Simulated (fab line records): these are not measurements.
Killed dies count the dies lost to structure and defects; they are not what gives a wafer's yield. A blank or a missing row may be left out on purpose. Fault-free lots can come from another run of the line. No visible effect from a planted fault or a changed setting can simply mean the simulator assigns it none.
fab line records	flow nand_harc
record: lots: 12	wafers: 36	last_day: 33
route steps=1302 shown A_M1@1193 A_BONDPAD@1223 THIN_TSV@1293 END@1302
lots that met no fault: from a run of the same line without faults
start_h: start of the lot's first displayed wafer, in hours after the record's first day	wait_h: hours since the lot's step before	" identical to the entry in the row above	L1.1+2: several wafers, shown together as one row	- either no value or no given start	* or withheld: withheld	< > ~ a bound
route shown NAME@n: NAME is a module with steps in the file, n the number in the route of the first one	usual: mean/standard deviation taken from wafers without a fault	same: alike in all rows	chamber/n: place in a boat	sites: readings site by site	_std_site: their standard deviation	_edge_site: mean of outer sites minus mean of inner sites	radius_mm: how far each site lies from the wafer's centre	mask NAME#n: copy n	behind: the last tool/chamber to shape the wafer	hold: what put the lot on hold/how long, in hours/how the hold closed	device: which transistor (n, p or np) failed to switch	end of line: the tests these same wafers got at the end of their route	a step without rows: its recipe alone	killed: dies lost to structure and defects at the first sort, not the wafer's yield	map: per-die view of a wafer (x killed, . not killed, _ where there is no die)
set.NAME: the setting as run; set.NAME@STEP: as run at that earlier step	model.NAME: the simulator's own value behind a step, which no gauge read
a sample of lots followed through the steps of the route, with each step as a table and each wafer as a row
services: a tool's chamber out of use, with start hour (start_h, from the record's first day; less than 0 if before it), hours out, and reason
== steps ==
step: NHARC_A_M1_ECD_22
recipe: target_thk_a: 4000	bath_temp_c: 25	material: Cu
lot.wafer	tool	chamber	start_h	wait_h
L114.2+4+3	ecd_cu-01	0,0,1	540.23	-
L115.2+1+5	ecd_cu-01	1,0,1	547.33	-
L118.1+2+5	ecd_cu-01	1,0,0	568.78	-
L117.2+3+6	ecd_cu-01	1,1,0	570.72	-
L119.3+5+6	ecd_cu-02	1,1,0	584.23	-
L120.1+3+6	ecd_cu-02	1,0,1	587.34	-
L127.4+5+6	ecd_cu-01	0,0,1	677.63	-
L129.2+3+6	ecd_cu-01	1,0,1	679.58	-
L132.2+3+5	ecd_cu-02	1	711.08	-
L134.1+4+5	ecd_cu-02	1,0,1	744.45	-
L135.1+4+3	ecd_cu-01	1,1,0	751.36	-
L136.2+4+5	ecd_cu-02	1	761.48	-
step: NHARC_A_BONDPAD_ETCH_24
recipe: target_depth_a: 300	over_etch_frac: 0.3	time_s: 72.99	ion_energy_ev: 150	cf4_flow_sccm: 50	n2_flow_sccm: 100	ar_flow_sccm: 150	rf_w: 300	bias_w: 100	chemistry: CF4/N2
usual: drypump_motor_current_A: 5.72/0.28	oes_product_au: 0.999/0.0083	rf_vpp_V: 314.1/2.2	showerhead_plenum_p_Torr: 2.62/0.12	throttle_valve_pct: 19.794/0.0088
lot.wafer	tool	chamber	start_h	wait_h	drypump_motor_current_A	oes_product_au	rf_hours_counter_h	rf_vpp_V	showerhead_plenum_p_Torr	throttle_valve_pct
L114.4	rie_diel-10	3	-	-	6.03	0.997	3	311.8	2.56	19.776
L114.3	"	0	"	"	5.80	0.991	3	316.6	2.74	19.806
L114.2	"	1	"	"	5.80	1.008	2	318.6	2.82	19.799
L115.1	rie_diel-04	3	-	-	5.73	0.993	2	314.5	2.60	19.800
L115.2	"	0	"	"	5.48	0.993	2	313.2	2.56	19.778
L115.5	"	0	"	"	5.45	0.991	-	313.0	2.56	19.793
L118.1	rie_diel-10	2	-	-	5.93	0.996	3	312.6	2.52	19.800
L118.2	"	3	"	"	6.03	1.002	3	313.4	2.56	19.801
L118.5	"	1	"	"	5.78	1.005	-	318.0	2.82	19.798
L117.2	rie_diel-10	0	-	-	5.76	1.009	4	315.6	2.74	19.805
L117.3	"	2	"	"	5.91	1.001	3	312.0	2.52	19.780
L117.6	"	1	"	"	5.78	1.010	-	316.3	2.82	19.788
L119.3	rie_diel-04	2	-	-	5.70	1.024	8	314.0	2.59	19.789
L119.5	"	0	"	"	5.48	0.994	-	311.9	2.55	19.776
L119.6	"	1	"	"	5.20	0.998	-	312.1	2.48	19.787
L120.3	rie_diel-04	2	-	-	5.65	1.015	8	315.3	2.59	19.808
L120.1	"	3	"	"	5.72	1.002	8	312.6	2.60	19.778
L120.6	"	1	"	"	5.22	1.003	-	311.6	2.48	19.787
L127.4	rie_diel-10	1	-	-	5.77	1.002	3	318.0	2.82	19.793
L127.5	"	2	"	"	5.92	1.001	-	312.2	2.52	19.783
L127.6	"	3	"	"	6.02	0.990	-	313.1	2.56	19.788
L129.2	rie_diel-04	1	-	-	5.19	0.991	21	310.5	2.47	19.786
L129.3	"	2	"	"	5.71	1.012	22	312.4	2.59	19.784
L129.6	"	0	"	"	5.46	0.996	-	313.8	2.55	19.791
L132.3	rie_diel-10	3	-	-	6.06	1.002	3	312.0	2.56	19.797
L132.2	"	1	"	"	5.83	1.011	3	316.4	2.82	19.795
L132.5	"	3	"	"	6.07	0.998	-	313.9	2.56	19.777
L134.1	rie_diel-04	1	-	-	5.19	0.985	4	312.1	2.47	19.805
L134.4	"	3	"	"	5.74	1.000	3	314.1	2.59	19.796
L134.5	"	1	"	"	5.19	0.994	-	311.4	2.47	19.802
L135.3	rie_diel-04	0	755.18	0.1	5.46	1.014	5	312.1	2.54	19.782
L135.1	"	3	"	"	5.73	1.007	5	314.7	2.59	19.780
L135.4	"	0	"	"	5.45	1.016	-	311.8	2.54	19.804
L136.2	rie_diel-10	0	-	-	5.75	1.000	5	316.5	2.74	19.805
L136.4	"	2	"	"	5.96	1.000	4	312.2	2.52	19.780
L136.5	"	0	"	"	5.76	1.000	-	316.4	2.74	19.801
step: NHARC_A_BONDPAD_THK_MEAS_20
recipe: thk_meas_gauge: xrf
usual: thk_nm: 170.2/1.3
lot.wafer	tool	chamber	start_h	wait_h	thk_nm
L114.2	film_metro-02	-	545.95	-	167.1
L114.3	"	-	"	"	169.8
L114.4	"	-	"	"	169.6
L115.1	film_metro-02	-	553.25	-	170.1
L115.2	"	-	"	"	168.6
L115.5	"	-	"	"	168.7
L118.1	film_metro-01	-	574.37	-	171.4
L118.2	"	-	"	"	169.6
L118.5	"	-	"	"	169.1
L117.2	film_metro-01	-	576.45	-	170.3
L117.3	"	-	"	"	172.4
L117.6	"	-	"	"	170.1
L119.3	film_metro-02	-	590.22	-	170.4
L119.5	"	-	"	"	170.9
L119.6	"	-	"	"	168.9
L120.1	film_metro-02	-	592.83	-	171.8
L120.3	"	-	"	"	170.0
L120.6	"	-	"	"	170.7
L127.4	film_metro-01	-	683.10	-	170.0
L127.5	"	-	"	"	167.7
L127.6	"	-	"	"	172.4
L129.2	film_metro-02	-	685.24	-	168.9
L129.3	"	-	"	"	168.5
L129.6	"	-	"	"	171.4
L132.2	film_metro-01	-	716.81	-	170.6
L132.3	"	-	"	"	171.1
L132.5	"	-	"	"	170.3
L134.1	film_metro-02	-	750.16	-	170.2
L134.4	"	-	"	"	169.5
L134.5	"	-	"	"	171.6
L135.1	film_metro-02	-	757.00	-	169.2
L135.3	"	-	"	"	170.3
L135.4	"	-	"	"	168.8
L136.2	film_metro-01	-	767.34	-	169.8
L136.4	"	-	"	"	170.3
L136.5	"	-	"	"	169.6
step: NHARC_THIN_TSV_DESCUM_35
recipe: time_s: 3	o2_flow_sccm: 200	ar_flow_sccm: 0	bias_power_w: 0	chemistry: O2
usual: drypump_motor_current_A: 5.7/0.43	oes_product_au: 0.996/0.01	rf_vpp_V: 57.7/0.92	showerhead_plenum_p_Torr: 1.91/0.086	throttle_valve_pct: 11.313/0.01
same: bias_power_w: 0
lot.wafer	tool	chamber	start_h	wait_h	drypump_motor_current_A	oes_product_au	rf_hours_counter_h	rf_vpp_V	showerhead_plenum_p_Torr	throttle_valve_pct
L114.4	rie_diel-01	1	568.01	-	6.5	0.997	0	57.6	1.96	11.313
L114.3	"	2	"	"	5.4	0.993	0	57.9	1.90	11.302
L114.2	"	3	"	"	6.4	1.003	0	58.0	1.99	11.311
L115.1	rie_diel-06	1	572.85	-	5.0	1.008	5	57.9	1.82	11.303
L115.2	"	2	"	"	5.7	0.987	5	58.9	1.94	11.314
L115.5	"	0	"	"	6.0	1.000	-	58.3	2.05	11.320
L117.2	rie_diel-02	3	598.15	-	5.7	0.990	1	57.8	1.89	11.315
L117.3	"	2	"	"	5.4	1.007	1	57.8	1.86	11.323
L117.6	"	0	"	"	5.4	1.012	-	55.8	1.78	11.318
L118.1	rie_diel-06	0	599.13	-	6.0	1.011	7	57.8	2.05	11.330
L118.2	"	2	"	"	5.7	0.988	7	56.0	1.93	11.305
L118.5	"	1	"	"	4.9	1.013	-	57.4	1.82	11.298
L120.3	rie_diel-06	0	609.97	-	5.9	0.988	8	58.4	2.05	11.292
L120.1	"	3	"	"	5.8	0.986	8	57.5	2.06	11.338
L120.6	"	0	"	"	5.9	0.982	-	56.3	2.05	11.319
L119.3	rie_diel-02	2	611.22	-	5.4	1.011	2	56.6	1.86	11.320
L119.6	"	3	"	"	5.7	1.009	-	56.9	1.89	11.318
L119.5	"	0	"	"	5.5	1.001	-	57.3	1.78	11.319
L127.4	rie_diel-01	0	704.56	-	5.5	1.010	7	57.4	1.80	11.309
L127.6	"	0	"	"	5.5	1.004	-	56.7	1.80	11.315
L127.5	"	1	"	"	6.5	0.997	-	57.2	1.96	11.319
L129.2	rie_diel-02	0	705.34	-	5.5	1.010	7	57.8	1.78	11.312
L129.3	"	2	"	"	5.5	1.013	7	58.3	1.86	11.318
L129.6	"	1	"	"	5.7	0.989	-	57.0	1.88	11.301
L132.3	rie_diel-01	2	735.34	-	5.3	0.993	9	57.3	1.89	11.300
L132.2	"	0	"	"	5.5	1.006	8	58.1	1.80	11.304
L132.5	"	3	"	"	6.4	0.998	-	57.9	1.99	11.291
L134.4	rie_diel-01	2	770.43	-	5.4	0.997	2	57.1	1.89	11.311
L134.1	"	0	"	"	5.5	0.991	2	57.0	1.80	11.312
L134.5	"	1	"	"	6.5	1.006	-	58.2	1.96	11.322
L135.3	rie_diel-06	3	775.94	-	5.8	0.987	5	58.0	2.05	11.320
L135.1	"	0	"	"	6.0	0.992	5	58.8	2.04	11.303
L135.4	"	2	"	"	5.7	0.994	5	57.8	1.93	11.319
L136.2	rie_diel-02	2	787.74	-	5.4	1.008	4	57.9	1.86	11.313
L136.4	"	0	"	"	5.4	1.015	4	56.1	1.78	11.327
L136.5	"	2	"	"	5.4	1.000	-	57.0	1.86	11.310
step: NHARC_END_SORT_01
recipe: temp_c: 25
usual: defect_limited_yield: 91.1/2.9	killed_at_array: 55/20	killed_at_other: 0.7/0.96	killed_at_periphery: 4.1/2.4	killed_dies: 60/20	killed_open: 3.3/1.9	killed_short: 2.8/1.6
same: gross_dies: 677
lot.wafer	tool	chamber	start_h	wait_h	defect_limited_yield[%]	killed_at_array	killed_at_other	killed_at_periphery	killed_dies	killed_open	killed_short
L129.2	prober-01	0	714.26	2.8	24.7	508	1	1	510	0	0
L129.3	prober-01	0	715.06	3.1	23.8	514	1	1	516	3	2
L129.6	prober-01	0	717.47	4.0	25.0	508	0	0	508	2	2
L127.4	prober-02	0	715.88	3.4	28.4	481	0	4	485	4	4
L127.5	prober-02	0	716.68	3.7	27.2	491	0	2	493	3	2
L127.6	prober-02	0	717.49	4.0	25.6	502	0	2	504	2	0
killed by level:class
L129.2 A_M1:unspecified=451 A_CHANNEL_HOLE_D1:chamber_film_flake=20 A_SLIT:chamber_film_flake=20 A_CHANNEL_HOLE_D2:chamber_film_flake=14 A_CONTACT:chamber_film_flake=2 P_ZERO_WELL:chamber_film_flake=1 A_STAIRCASE:chamber_film_flake=1 THIN_TSV:chamber_film_flake=1
L129.3 A_M1:unspecified=462 A_CHANNEL_HOLE_D1:chamber_film_flake=21 A_SLIT:chamber_film_flake=14 A_CHANNEL_HOLE_D2:chamber_film_flake=9 A_CONTACT:chamber_film_flake=3 A_DECK1_JOINT:geometric_particle:short=1 A_ONON_D2:geometric_particle:open=1 A_CHANNEL_FILL_D2:geometric_particle:short=1
L127.4 A_M1:unspecified=438 A_CHANNEL_HOLE_D1:chamber_film_flake=21 A_CHANNEL_HOLE_D2:chamber_film_flake=10 A_CHANNEL_FILL_D2:geometric_particle:short=3 P_GATE:chamber_film_flake=3 A_CHANNEL_FILL_D1:geometric_particle:open=2 A_M0:geometric_particle:open=2 A_SLIT:chamber_film_flake=2
L127.5 A_M1:unspecified=453 A_CHANNEL_HOLE_D1:chamber_film_flake=19 A_CHANNEL_HOLE_D2:chamber_film_flake=9 A_ONON_D1:geometric_particle:open=2 A_DECK1_JOINT:chamber_film_flake=2 A_STAIRCASE:chamber_film_flake=2 A_ONON_D2:geometric_particle:short=1 A_WL_FILL:geometric_particle:short=1
L129.6 A_M1:unspecified=459 A_SLIT:chamber_film_flake=20 A_CHANNEL_HOLE_D1:chamber_film_flake=18 A_CHANNEL_HOLE_D2:chamber_film_flake=6 A_CHANNEL_HOLE_D1:geometric_particle:short=1 A_ONON_D2:geometric_particle:short=1 A_BLC:geometric_particle:open=1 A_M0:geometric_particle:open=1
L127.6 A_M1:unspecified=471 A_CHANNEL_HOLE_D1:chamber_film_flake=19 A_CHANNEL_HOLE_D2:chamber_film_flake=7 A_DECK1_JOINT:chamber_film_flake=2 A_STAIRCASE:chamber_film_flake=2 P_M0:geometric_particle:open=1 A_CHANNEL_FILL_D2:geometric_particle:open=1 P_GATE:chamber_film_flake=1
== services ==
tool	chamber	start_h	hours	kind
rie_diel-04	-	516.83	0.2	repair
rie_diel-02	3	525.57	4.5	repair
rie_diel-10	1	528.50	5.0	repair
rie_diel-04	-	532.07	9.0	pm
rie_diel-01	-	549.16	0.6	repair
ecd_cu-02	-	551.35	2.1	repair
rie_diel-01	2	554.53	4.5	repair
rie_diel-01	-	557.77	1.1	repair
rie_diel-01	-	558.91	9.0	pm
rie_diel-02	-	570.82	9.0	pm
rie_diel-04	0	592.26	5.9	repair
rie_diel-10	-	596.59	9.0	pm
ecd_cu-02	-	596.96	8.0	pm
rie_diel-04	-	606.46	0.9	repair
rie_diel-06	1	609.44	2.8	repair
ecd_cu-01	-	688.37	8.0	pm
rie_diel-04	-	709.19	9.0	pm
rie_diel-04	-	739.98	1.1	repair
rie_diel-10	3	744.01	2.6	repair
ecd_cu-02	-	750.62	0.8	repair
rie_diel-04	2	750.79	8.5	repair
rie_diel-04	-	764.16	17.4	repair
ecd_cu-02	-	772.96	8.0	pm
rie_diel-10	-	773.59	9.0	pm
== key ==
first_sign: step: NHARC_END_SORT_01	reading: defect_limited_yield	direction: down	sigmas: 22	usual: 91.1	struck: 25.8
effect: step: NHARC_END_SORT_01	reading: killed_dies	direction: up	sigmas: 22	usual: 60	struck: 503
more_kills_born_at: NHARC_A_M1_ECD_22@ecd_cu-01: 2734
met_at NHARC_A_M1_ECD_22
struck_lots L127,L129
not_acting_at NHARC_A_BONDPAD_ETCH_24,NHARC_A_BONDPAD_THK_MEAS_20,NHARC_THIN_TSV_DESCUM_35
onset_between 570.72 677.63
fault: kind: chamber_particle_source	tool: ecd_cu-01	chamber: -	onset_h: 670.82	steps: NHARC_A_M1_ECD_22	rate_per_visit_cm2: 1.3231	end_h: 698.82
